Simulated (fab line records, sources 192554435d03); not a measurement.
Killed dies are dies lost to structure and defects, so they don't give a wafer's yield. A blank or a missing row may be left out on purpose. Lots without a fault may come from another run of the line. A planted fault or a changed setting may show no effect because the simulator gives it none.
Which tool did it? | flow n5_finfet | 11 lots, 33 wafers sampled, at 3 steps of a route of 1938

WHAT THE GAUGES READ, wafer by wafer
N5_BEOL_M15_THK_MEAS_50: measures by xrf.
lot  | measured     | on            | M15_THK (nm)
L386 | day 11 21:05 | film_metro-01 | 866 871 867
L392 | day 13 00:53 | film_metro-01 | 828 811 850
L393 | day 13 06:20 | film_metro-01 | 875 832 877
L399 | day 14 19:49 | film_metro-01 | 850 857 848
L402 | day 15 02:42 | film_metro-01 | 830 844 841
L403 | day 15 10:52 | film_metro-02 | 803 810 793
L404 | day 16 01:14 | film_metro-01 | 812 844 821
L405 | day 16 16:00 | film_metro-01 | 845 835 855
L406 | day 16 16:49 | film_metro-02 | 844 838 833
L407 | day 16 09:55 | film_metro-02 | 825 824 813
L408 | day 17 04:13 | film_metro-01 | 821 808 819

N5_BEOL_M15_RS_MEAS_54: measures by four-point-probe.
lot  | measured     | on            | M15_RS (ohm/sq)
L386 | day 11 21:13 | film_metro-02 | 0.0209 0.0209 0.0209
L392 | day 13 01:01 | film_metro-02 | 0.0215 0.0218 0.0211
L393 | day 13 06:28 | film_metro-01 | 0.0203 0.0214 0.0203
L399 | day 14 19:57 | film_metro-01 | 0.0210 0.0208 0.0210
L402 | day 15 02:49 | film_metro-01 | 0.0216 0.0212 0.0213
L403 | day 15 10:59 | film_metro-02 | 0.0217 0.0215 0.0220
L404 | day 16 01:21 | film_metro-02 | 0.0221 0.0213 0.0219
L405 | day 16 16:08 | film_metro-01 | 0.0212 0.0214 0.0210
L406 | day 16 16:57 | film_metro-01 | 0.0211 0.0212 0.0214
L407 | day 16 10:04 | film_metro-01 | 0.0215 0.0215 0.0217
L408 | day 17 04:21 | film_metro-01 | 0.0219 0.0220 0.0221

WHICH TOOL RAN EACH LOT (tool, then ch and the chambers of the sampled wafers, then the start)
lot  | N5_BEOL_M1_ALD_84
L386 | ald_metal-01 ch 1,2,3, day 6 04:11
L392 | ald_metal-03 ch 0,2,3, day 7 17:14
L393 | ald_metal-03 ch 0,3, day 7 20:35
L399 | ald_metal-04 ch 0,1, day 9 20:43
L402 | ald_metal-04 ch 2,3, day 10 10:22
L403 | ald_metal-04 ch 1,2,3, day 10 15:00
L404 | ald_metal-01 ch 0,1,2, day 10 21:05
L405 | ald_metal-03 ch 1,2, day 11 03:14
L406 | ald_metal-03 ch 0,1,3, day 11 08:14
L407 | ald_metal-01 ch 0,2,3, day 11 14:44
L408 | ald_metal-04 ch 2,3, day 11 20:24
- N5_BEOL_M1_ALD_84: deposits TaN, pulse time 2 s, purge time 3 s, co reactant purge time 2 s.

WHAT THE TOOLS THEMSELVES READ (means of the sampled wafers that have a number; where no wafer has one, the mark that the record gives instead)
N5_BEOL_M1_ALD_84.
lot  | tool         | heater_power_w (W)
L386 | ald_metal-01 | 414
L392 | ald_metal-03 | 367
L393 | ald_metal-03 | 337
L399 | ald_metal-04 | 429
L402 | ald_metal-04 | 490
L403 | ald_metal-04 | 502
L404 | ald_metal-01 | 429
L405 | ald_metal-03 | 429
L406 | ald_metal-03 | 380
L407 | ald_metal-01 | 436
L408 | ald_metal-04 | 494

THE ANSWER, worked out from the rows above alone
Rule: what is usual is taken from the lots themselves. Put in order of their means at a reading, lots are off if they are a third of the lots or fewer, leave a main group of 4 or more, and stand apart from it by a gap of 3 or more times the standard deviation of the main group's means; of several such gaps the widest counts. A main group whose means are all the same, to the digits that the tables above print for the reading, isn't used. A lot without any number at a reading at which 4 lots or more have one is off too. The other lots that the step has rows for count as sound. The gauges are gone through in route order, then the tools' own readings, and for those a lot's mean is taken as printed above. The first step at which some lot is off is used, and at that step the reading that is off furthest; a lot without a number counts as furthest.
No lot is off at any reading shown: from this, nothing can be told.

WHAT THE SIMULATOR HAD PUT IN
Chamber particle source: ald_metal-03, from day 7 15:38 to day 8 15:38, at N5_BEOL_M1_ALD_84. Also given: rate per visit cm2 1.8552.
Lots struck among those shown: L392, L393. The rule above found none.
